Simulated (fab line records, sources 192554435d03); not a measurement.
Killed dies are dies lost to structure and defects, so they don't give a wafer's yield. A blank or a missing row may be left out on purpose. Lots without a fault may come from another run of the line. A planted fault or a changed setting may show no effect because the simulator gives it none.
Chamber matching | flow n5_finfet | N5_BEOL_M0_SAQP_PECVD_03 on pecvd-04: 3 sister chambers
The step deposits SiCN from 3MS/NH3, target thk 12 nm, time 21.1 s. 24 wafers are shown with their chamber, then 12 later ones without.

WAFERS WITH THEIR CHAMBER
wafer  | chamber | throttle_valve_pct (%) | showerhead_plenum_p_Torr (Torr)
L075.2 | 2       | 7.9                    | 3.668
L075.3 | 1       | 9.4                    | 3.652
L075.6 | 0       | 9.4                    | 3.668
L077.2 | 2       | 8.3                    | 3.662
L077.4 | 1       | 8.9                    | 3.658
L077.6 | 2       | 7.7                    | 3.654
L079.1 | 0       | 9.3                    | 3.660
L079.5 | 1       | 9.1                    | 3.653
L079.6 | 2       | 8.1                    | 3.667
L080.1 | 0       | 9.2                    | 3.653
L080.3 | 2       | 8.0                    | 3.655
L080.5 | 0       | 9.2                    | 3.663
L083.1 | 0       | 9.2                    | 3.666
L083.5 | 0       | 9.2                    | 3.654
L083.6 | 1       | 9.2                    | 3.658
L084.3 | 2       | 8.0                    | 3.666
L084.4 | 2       | 8.1                    | 3.653
L084.6 | 0       | 9.1                    | 3.667
L085.1 | 1       | 9.0                    | 3.650
L085.3 | 0       | 9.4                    | 3.656
L085.5 | 0       | 9.1                    | 3.663
L086.1 | 1       | 9.2                    | 3.648
L086.3 | 0       | 9.1                    | 3.664
L086.6 | 1       | 9.4                    | 3.648

SIGNATURES (means of the wafers above)
reading                  | chamber 0 | chamber 1 | chamber 2 | scatter within a chamber
throttle_valve_pct       | 9.220     | 9.171     | 8.014     | 0.16
showerhead_plenum_p_Torr | 3.66140   | 3.65243   | 3.66071   | 0.00548
Rule: a wafer's distance from a chamber is the root of the sum, over the readings, of the square of ((its reading less the chamber's mean) divided by the reading's scatter). The wafer belongs to the nearest chamber; if the next one is less than 2 further off, it can't be placed. The scatter: the root of (the sum of the squares of (reading less its chamber's mean) over the shown wafers, divided by (wafers less chambers)).

WAFERS WITHOUT THEIR CHAMBER
wafer  | throttle_valve_pct (%) | showerhead_plenum_p_Torr (Torr)
L092.1 | 9.3                    | 3.651
L092.2 | 8.3                    | 3.665
L092.5 | 9.5                    | 3.643
L093.3 | 9.0                    | 3.658
L093.5 | 9.3                    | 3.656
L093.6 | 9.3                    | 3.659
L095.2 | 9.4                    | 3.666
L095.5 | 8.3                    | 3.664
L095.6 | 9.1                    | 3.649
L096.4 | 9.1                    | 3.638
L096.5 | 9.3                    | 3.648
L096.6 | 8.5                    | 3.663

WHICH CHAMBER EACH WENT THROUGH
wafer  | from the rows above          | in truth
L092.1 | can't be placed: 1 or 0      | 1
L092.2 | 2                            | 2
L092.5 | can't be placed: 1 or 0      | 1
L093.3 | can't be placed: 1 or 0      | 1
L093.5 | can't be placed: 1 or 0      | 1
L093.6 | can't be placed: 0 or 1      | 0
L095.2 | can't be placed: 0 or 1      | 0
L095.5 | 2                            | 2
L095.6 | can't be placed: 1 or 0      | 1
L096.4 | can't be placed: 1 or 0      | 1
L096.5 | can't be placed: 1 or 0      | 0
L096.6 | can't be placed: 2 or 0 or 1 | 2
Placed correctly: 2 of 12. Can't be placed from these rows: 10 (the true chamber is among the candidates in 10). Placed wrongly: 0.
